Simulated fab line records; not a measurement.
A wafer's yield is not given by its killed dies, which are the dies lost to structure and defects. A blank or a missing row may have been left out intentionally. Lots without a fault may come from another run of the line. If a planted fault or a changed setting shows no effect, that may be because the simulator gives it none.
Matching of chambers :: flow n5 finfet :: 3 sister chambers for N5_BEOL_M0_PRE_CLEAN_131 on cvd co-02
The step time 15 s. 3 wafers are shown with their chamber, then 12 later ones without.

## EACH WAFER AND ITS CHAMBER
wafer: L090.5
chamber: 0
heater power w (W): 78

wafer: L091.4
chamber: 1
heater power w (W): 119

wafer: L091.6
chamber: 2
heater power w (W): 62

## WAFERS MISSING THEIR CHAMBER
wafer: L092.1
heater power w (W): 80

wafer: L092.2
heater power w (W): 115

wafer: L092.5
heater power w (W): 61

wafer: L093.1
heater power w (W): 82

wafer: L093.3
heater power w (W): 63

wafer: L093.5
heater power w (W): 81

wafer: L096.1
heater power w (W): 79

wafer: L096.2
heater power w (W): 61

wafer: L096.3
heater power w (W): 116

wafer: L095.1
heater power w (W): 119

wafer: L095.2
heater power w (W): 80

wafer: L095.4
heater power w (W): 62

## WHICH CHAMBER EACH WENT THROUGH
wafer: L092.1
from the rows above: 0
in truth: 0

wafer: L092.2
from the rows above: 1
in truth: 1

wafer: L092.5
from the rows above: 2
in truth: 2

wafer: L093.1
from the rows above: 0
in truth: 0

wafer: L093.3
from the rows above: 2
in truth: 2

wafer: L093.5
from the rows above: 0
in truth: 0

wafer: L096.1
from the rows above: 0
in truth: 0

wafer: L096.2
from the rows above: 2
in truth: 2

wafer: L096.3
from the rows above: 1
in truth: 1

wafer: L095.1
from the rows above: 1
in truth: 1

wafer: L095.2
from the rows above: 0
in truth: 0

wafer: L095.4
from the rows above: 2
in truth: 2
Correct placement for 12 of the 12. Can't be placed from these rows: 0. 0 placed wrongly.
How it was worked out, from the rows above alone: a wafer's distance from a chamber is the root of the sum, over the readings, of the square of ((its reading less the chamber's mean) divided by the reading's scatter). The wafer belongs to the nearest chamber; if the next one is less than 2 further off, it can't be placed. Each chamber's mean is taken over the wafers shown for it. The scatter: root of mean squared gap, hidden wafer to nearest shown wafer, with one shown wafer a chamber.
